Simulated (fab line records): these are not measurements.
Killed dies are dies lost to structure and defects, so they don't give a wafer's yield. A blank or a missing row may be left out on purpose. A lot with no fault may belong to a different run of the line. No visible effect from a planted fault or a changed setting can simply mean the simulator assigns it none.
Comparing a struck lot with a sound one    flow nandHarc    25 out of 1159 route steps
Sound: these wafers, L661.1, L661.4, L661.6. Wafers L665.1, L665.4, L665.5 were the ones struck. At the end, the cause is stated.
Order at every step that has rows: each side's tool, ch and its chambers, its first start. Under that, the readings that differ: sound wafers    struck wafers    difference of the means    sigmas: that difference in standard deviations of wafers without a fault.
alike: readings whose means differ by less than 2 such deviations, and words and numbers that are the same on both sides. not compared: withheld readings, readings that some wafer has no value for, bounds like >300 that may hide the same value, and numbers for which the record gives no deviation and whose values overlap.
Wherever a step has rows on one side only, a row that says differs or no value, or a row with sigmas, the two part there. Numbers that have no deviation but don't overlap get no sigmas and don't part them. Lack of a reading on every wafer of one side parts them only where that side has two or more wafers.

first, 2 steps without rows for these wafers: NHARC_A_WL_FILL_PRECLEAN_30 (cleans in dHF, time 10 s); NHARC_A_WL_FILL_SRD_14.
NHARC_A_WL_FILL_ALD_19: deposits TiN, target thk 2 nm, pulse time 3 s, ald cycles 100.
  sound on aldMetal-01 ch 1,3, day 16 13:02; struck on aldMetal-04 ch 0,1,2, day 17 11:40
  alike: heaterPowerW, precursorPulseHeightRel
NHARC_A_WL_FILL_CVD_20: deposits W, target thk 75 nm, time 5064 s.
  sound on cvdW-01 ch 0,1; struck on cvdW-01 ch 0,1
  alike: heaterPowerW, throttleValvePct
NHARC_A_WL_FILL_CMP_12: polishes, t overpolish 30 s, target thk 75 nm.
  sound on cmp-04 ch 0,1, day 17 01:21; struck on cmp-03 ch 0,2,3, day 17 23:55
  alike: edgeZonePressureFrac, motorCurrentA, overpolishRunS, timeToEndpointS
following that, these wafers have no rows for 1 step: NHARC_A_WL_FILL_SRD_31.
NHARC_A_WL_FILL_INSPECT_15:
  sound: defectInspect-01 at day 17 01:49; struck: defectInspect-01 at day 18 00:22
  alike: rawDefectCount
NHARC_A_CONTACT_DEP_24: deposits SiO2, target thk 500 nm.
  sound on pecvd-02 ch 0,1,2, day 17 01:58; struck on pecvd-02 ch 0,2, day 18 00:33
  alike: heaterPowerW, throttleValvePct
NHARC_A_CONTACT_DEP_28: deposits aC, target thk 3600 nm.
  sound on aclDep-03 ch 0, day 17 02:31; struck on aclDep-01 ch 0, day 18 03:58
reading               sound                 struck                difference  sigmas
throttleValvePct (%)  34.974 35.004 34.988  35.009 35.006 35.008  +0.019      +2
NHARC_A_CONTACT_DEP_29: deposits SiON, target thk 70 nm.
  sound on pecvd-02 ch 0,1,2, day 17 04:44; struck on pecvd-01 ch 0,1,2, day 18 06:12
  alike: heaterPowerW
then, 10 steps without rows for these wafers: NHARC_A_CONTACT_DEHYDRATE_32 (time 120 s); NHARC_A_CONTACT_HMDS_33 (time 30 s); NHARC_A_CONTACT_COAT_34 (time 75 s); NHARC_A_CONTACT_COAT_35 (time 65 s); NHARC_A_CONTACT_COAT_36 (resist thk 90 nm); NHARC_A_CONTACT_SOFTBAKE_37 (time 55 s); NHARC_A_CONTACT_EBR_38; NHARC_A_CONTACT_EXPOSE_39 (exposes mask A CC 3); NHARC_A_CONTACT_PEB_40 (peb time 65 s); NHARC_A_CONTACT_DEVELOP_41 (develop time 35 s).
NHARC_A_CONTACT_CD_MEAS_42 targets a cd of 200 nm.
  sound on cdSem-01 ch 0, day 17 05:20; struck on cdSem-02 ch 0, day 18 06:46
  alike: cdNm
NHARC_A_CONTACT_OVL_MEAS_43:
  sound: overlay-01 at day 17 05:25; struck: overlay-01 at day 18 06:52
  alike: overlayXNm, overlayYNm
NHARC_A_CONTACT_INSPECT_44:
  sound: defectInspect-02 at day 17 05:28; struck: defectInspect-02 at day 18 06:54
reading         sound     struck          difference  sigmas
rawDefectCount  32 33 26  1256 1343 1351  +1286       +99 or more
then, 1 step without rows for these wafers: NHARC_A_CONTACT_DESCUM_47 (chemistry O2, time 3 s).
-- jump in the record: it breaks off in module A_CONTACT and resumes in module END (first step shown: number 1159 of the route), and 3 days separate the struck wafers' starts before and after --
NHARC_END_SORT_01:
  sound on prober-02 ch 0, day 20 18:06; struck on prober-02 ch 0, day 21 09:34
reading        sound     struck       difference  sigmas
killedAtArray  29 31 27  136 116 120  +95         +10
killedDies     32 39 34  138 122 129  +95         +9
  alike: killedAtOther, killedAtPeriphery, killedOpen, killedShort

WHERE THEY PART
First at NHARC_A_CONTACT_DEP_28; last, within this record, at NHARC_END_SORT_01.

WHY: what had been put in by the simulator
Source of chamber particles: aclDep-01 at NHARC_A_CONTACT_DEP_28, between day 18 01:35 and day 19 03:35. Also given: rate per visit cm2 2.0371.
